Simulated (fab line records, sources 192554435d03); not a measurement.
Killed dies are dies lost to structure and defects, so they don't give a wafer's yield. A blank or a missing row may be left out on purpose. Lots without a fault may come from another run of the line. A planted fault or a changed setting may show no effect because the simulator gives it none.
One fault seen from 3 desks | flow n5_finfet | each desk has only its own numbers; what lay behind them comes last

THE DEFECT DESK
What the inspections along the route counted, lot by lot: means of the sampled wafers that have a number. A lot is out of limits, marked OUT, if its mean lies more than 4 standard deviations from the usual mean; the brackets give that distance.
Columns: A = raw_defect_count at N5_SD_EPI_P_INSPECT_26, usual 178; B = raw_defect_count at N5_SDB_INSPECT_13, usual 71
lot  | first seen here | A   | B
L177 | day 3 15:45     | 178 | 84
L180 | day 4 11:41     | 186 | 55
L181 | day 4 14:55     | 193 | 81
L182 | day 4 21:08     | 180 | 68
L183 | day 5 04:16     | 220 | 112
L186 | day 5 22:16     | 185 | 58
L187 | day 6 03:35     | 160 | 116
L191 | day 7 04:40     | 156 | 54
L194 | day 7 22:46     | 171 | 76
L195 | day 8 06:29     | 203 | 56
L199 | day 9 06:23     | 160 | 66
This desk's finding: nothing out of limits on any of the 11 lots.

THE TOOL OWNER'S DESK: litho_track-02
The tool's own readings at N5_SDB_COAT_04 (time 60 s, resist thk 18 nm): means of the sampled wafers that have a number, for each lot that ran on this tool. A lot is out of limits, marked OUT, if its mean lies more than 4 standard deviations from the usual mean; the brackets give that distance.
Columns: A = heater_power_total_W at N5_SDB_COAT_04, usual 427.7 W; B = run_length_s at N5_SDB_COAT_04, usual 66.22 s
lot  | first seen here | A                | B
L180 | day 4 18:50     | 430.3            | 66.26
L182 | day 5 05:58     | 427.8            | 66.37
L183 | day 5 11:28     | 427.6            | 66.26
L187 | day 6 12:11     | 428.7            | 66.35
L191 | day 7 11:58     | 452.9 (+11) OUT  | 61.50 (-24) OUT
L194 | day 8 06:25     | 450.6 (+10) OUT  | 61.57 (-23) OUT
L195 | day 8 13:44     | 443.9 (+7.4) OUT | 63.10 (-16) OUT
This desk's finding: out of limits on L191, L194, L195; first on L191, day 7 11:58 (heater_power_total_W at N5_SDB_COAT_04). In limits: L180, L182, L183, L187.

THE METROLOGY DESK
What the gauges read, lot by lot, whatever tool the lot ran on: means of the sampled wafers that have a number. A lot is out of limits, marked OUT, if its mean lies more than 4 standard deviations from the usual mean; the brackets give that distance. Of its 10 readings 7 are shown: those that lie furthest out on some lot.
Columns: A = DIBL_N at N5_BEOL_M4_RC_MEAS_101, usual 36.6 mV/V; B = IOFF_P at N5_BEOL_M4_RC_MEAS_101, usual 0.22 nA/um; C = ION_N at N5_BEOL_M4_RC_MEAS_101, usual 676 uA/um; D = ION_P at N5_BEOL_M4_RC_MEAS_101, usual 463 uA/um; E = SS_N at N5_BEOL_M4_RC_MEAS_101, usual 71.6 mV/dec; F = SS_P at N5_BEOL_M4_RC_MEAS_101, usual 73.4 mV/dec; G = VT_P at N5_BEOL_M4_RC_MEAS_101, usual -249 mV
lot  | first seen here | A    | B    | C   | D   | E    | F    | G
L177 | day 8 11:25     | 36.0 | 0.21 | 666 | 462 | 71.8 | 72.8 | -252
L180 | day 8 20:05     | 37.7 | 0.21 | 672 | 457 | 71.3 | 74.2 | -253
L181 | day 9 04:26     | 37.0 | 0.21 | 671 | 456 | 71.8 | 73.5 | -251
L182 | day 9 12:21     | 37.9 | 0.20 | 687 | 464 | 72.0 | 73.7 | -252
L183 | day 9 14:20     | 34.0 | 0.21 | 678 | 472 | 70.8 | 72.8 | -248
L186 | day 10 12:26    | 34.8 | 0.18 | 675 | 461 | 70.7 | 72.5 | -252
L187 | day 10 12:43    | 36.7 | 0.17 | 664 | 450 | 72.0 | 72.8 | -252
L191 | day 11 21:28    | 37.5 | 0.26 | 696 | 476 | 72.0 | 73.6 | -246
L194 | day 12 09:35    | 34.3 | 0.18 | 670 | 464 | 70.6 | 72.3 | -252
L195 | day 12 23:11    | 35.6 | 0.22 | 674 | 467 | 72.2 | 73.5 | -249
L199 | day 13 22:28    | 37.2 | 0.24 | 692 | 474 | 72.3 | 73.8 | -246
This desk's finding: nothing out of limits on any of the 11 lots.

PUT TOGETHER
The tool owner's desk could have raised an alarm at day 7 11:58, on L191, L194, L195.
The defect desk saw nothing out of limits.
The metrology desk saw nothing out of limits.
The defect desk has L191, L194, L195 on record, within its limits.
The metrology desk has L191, L194, L195 on record, within its limits.
Of the lots named, all ran N5_SDB_COAT_04 on litho_track-02.

WHAT THE SIMULATOR HAD PUT IN
Process parameter drift: litho_track-02, from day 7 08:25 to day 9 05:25, at N5_SDB_COAT_04. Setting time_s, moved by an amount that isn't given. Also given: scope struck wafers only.
Lots struck among those shown: L191, L194, L195.
Hours from the fault's start to each desk's first reading out of limits: the tool owner's desk, 4.
